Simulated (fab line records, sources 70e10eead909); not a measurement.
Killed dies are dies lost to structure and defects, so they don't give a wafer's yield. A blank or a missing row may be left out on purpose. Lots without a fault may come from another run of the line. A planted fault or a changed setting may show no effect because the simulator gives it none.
Chamber matching | flow nand_harc | NHARC_A_ZERO_WELL_ETCH_13 on rie_si-02: 4 sister chambers
The step etches the open film in HBr/Cl2, target depth 120 nm, time 40.1 s. 7 wafers are shown with their chamber, then 8 later ones without.

WAFERS WITH THEIR CHAMBER
wafer  | chamber | oes_product_au (a.u.) | throttle_valve_pct (%)
L726.1 | 3       | 0.989                 | 26.402
L733.4 | 2       | 1.017                 | 26.418
L733.6 | 0       | 0.970                 | 26.411
L735.3 | 1       | 1.008                 | 26.410
L735.4 | 0       | 0.980                 | 26.415
L735.5 | 1       | 1.015                 | 26.406
L736.1 | 2       | 1.006                 | 26.398

WAFERS WITHOUT THEIR CHAMBER
wafer  | oes_product_au (a.u.) | throttle_valve_pct (%)
L736.4 | 0.990                 | 26.405
L736.6 | 0.988                 | 26.409
L739.2 | 1.011                 | 26.392
L739.3 | 0.978                 | 26.416
L739.6 | 0.988                 | 26.403
L742.1 | 1.005                 | 26.421
L742.3 | 1.001                 | 26.408
L742.6 | 1.012                 | 26.413

WHICH CHAMBER EACH WENT THROUGH
wafer  | from the rows above          | in truth
L736.4 | 3                            | 3
L736.6 | can't be placed: 3 or 0      | 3
L739.2 | can't be placed: 1 or 2 or 3 | 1
L739.3 | can't be placed: 0 or 3      | 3
L739.6 | 3                            | 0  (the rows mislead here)
L742.1 | can't be placed: 1 or 2 or 3 | 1
L742.3 | can't be placed: 1 or 2 or 3 | 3
L742.6 | can't be placed: 1 or 2      | 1
Placed correctly: 1 of 8. Can't be placed from these rows: 6 (the true chamber is among the candidates in 6). Placed wrongly: 1.
How it was worked out, from the rows above alone: a wafer's distance from a chamber is the root of the sum, over the readings, of the square of ((its reading less the chamber's mean) divided by the reading's scatter). The wafer belongs to the nearest chamber; if the next one is less than 2 further off, it can't be placed. A chamber's mean is the mean of its shown wafers. The scatter: the root of (the sum of the squares of (reading less its chamber's mean) over the shown wafers, divided by (wafers less chambers)).
